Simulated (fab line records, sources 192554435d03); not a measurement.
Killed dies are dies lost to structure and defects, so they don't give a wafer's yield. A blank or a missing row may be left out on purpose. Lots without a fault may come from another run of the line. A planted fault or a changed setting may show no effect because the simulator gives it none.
Split-lot experiment | flow n5_finfet | 7 lots, 21 wafers read, on a route of 1938 steps

THE SPLIT
At N5_BEOL_M13_COAT_58 (time 60 s, resist thk 89 nm), the setting spin_rpm was moved away from the recipe's 1500 rpm on 2 of the 21 wafers read, by -5.7% to -4.1%. The other wafers ran this setting at the recipe's value.

The reading is taken at the split's own step.

THE READING
BARC_of_BEOL_M13_COAT_58.thk_nm (the simulator's own value, which no gauge read), in nm, at N5_BEOL_M13_COAT_58 (time 60 s, resist thk 89 nm). The file gives no usual value for it. The 19 wafers here that ran the recipe average 89.1 nm, standard deviation 0.25 nm.

wafer  | tool, chamber at the split | spin_rpm as run, rpm | against the recipe | BARC_of_BEOL_M13_COAT_58.thk_nm, nm | against lot-mates on the recipe
L077.1 | litho_track-04, 0          | 1500                 | recipe             | 88.8                                | -
L077.4 | litho_track-04, 0          | 1500                 | recipe             | 89                                  | -
L077.6 | litho_track-04, 0          | 1438                 | -4.1%              | 90.6                                | +1.7
L079.2 | litho_track-02, 0          | 1500                 | recipe             | 89                                  | -
L079.4 | litho_track-02, 0          | 1500                 | recipe             | 89.4                                | -
L079.5 | litho_track-02, 0          | 1500                 | recipe             | 89.4                                | -
L088.1 | litho_track-01, 0          | 1500                 | recipe             | 89.4                                | -
L088.5 | litho_track-01, 0          | 1500                 | recipe             | 89.4                                | -
L088.6 | litho_track-01, 0          | 1500                 | recipe             | 89.2                                | -
L095.2 | litho_track-02, 0          | 1500                 | recipe             | 89.2                                | -
L095.6 | litho_track-02, 0          | 1500                 | recipe             | 89.2                                | -
L095.5 | litho_track-02, 0          | 1500                 | recipe             | 89                                  | -
L094.1 | litho_track-02, 0          | 1500                 | recipe             | 89                                  | -
L094.3 | litho_track-02, 0          | 1500                 | recipe             | 89.4                                | -
L094.4 | litho_track-02, 0          | 1500                 | recipe             | 89.2                                | -
L089.1 | litho_track-02, 0          | 1500                 | recipe             | 89                                  | -
L089.2 | litho_track-02, 0          | 1500                 | recipe             | 89.2                                | -
L089.6 | litho_track-02, 0          | 1500                 | recipe             | 89.2                                | -
L092.1 | litho_track-01, 0          | 1500                 | recipe             | 88.6                                | -
L092.2 | litho_track-01, 0          | 1500                 | recipe             | 88.6                                | -
L092.4 | litho_track-01, 0          | 1414                 | -5.7%              | 91.4                                | +2.8

THE FIT
A straight line over all 21 wafers: BARC_of_BEOL_M13_COAT_58.thk_nm changes by -0.385 nm for each +1% of spin_rpm; r = -0.92; the points scatter about the line by 0.25 nm.
The same after taking each lot's own level away (the mean of its wafers on the recipe; 21 wafers): -0.463 nm for each +1%; r = -0.98; scatter 0.14 nm.
On that fit, the largest move of spin_rpm shifts the reading by 2.7 nm.
The lots' own levels span 88.60 to 89.33 nm, that is 3.0 times the standard deviation above.
So the lot-to-lot level changes the slope: the two fits differ.
Check: with one of the wafers moved furthest among these (-5.7%) left out of the fit, the line predicts +2.36 nm for it against its lot-mates. It came out at +2.8 nm against them.

OTHER SPLITS ON THESE WAFERS
These wafers also went through other splits before the reading. Each is held against what the fit with the lots' levels taken away leaves over:
other split on the same wafers   | wafers away from the commonest value | r with BARC_of_BEOL_M13_COAT_58.thk_nm (lot level and that fit taken away)
N5_BEOL_M9_TRENCH_ETCH_37 bias_w | 10                                   | +0.32
N5_BEOL_M10_EXPOSE_25 dose_mj    | 6                                    | +0.20
N5_BEOL_M12_COAT_04 spin_rpm     | 6                                    | -0.06
N5_BEOL_M12_PEB_08 peb_time_s    | 11                                   | +0.08

THE FILE'S OWN FIT
BARC_of_BEOL_M13_COAT_58.thk_nm changes by -0.462 nm for each +1% of spin_rpm, r = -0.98.
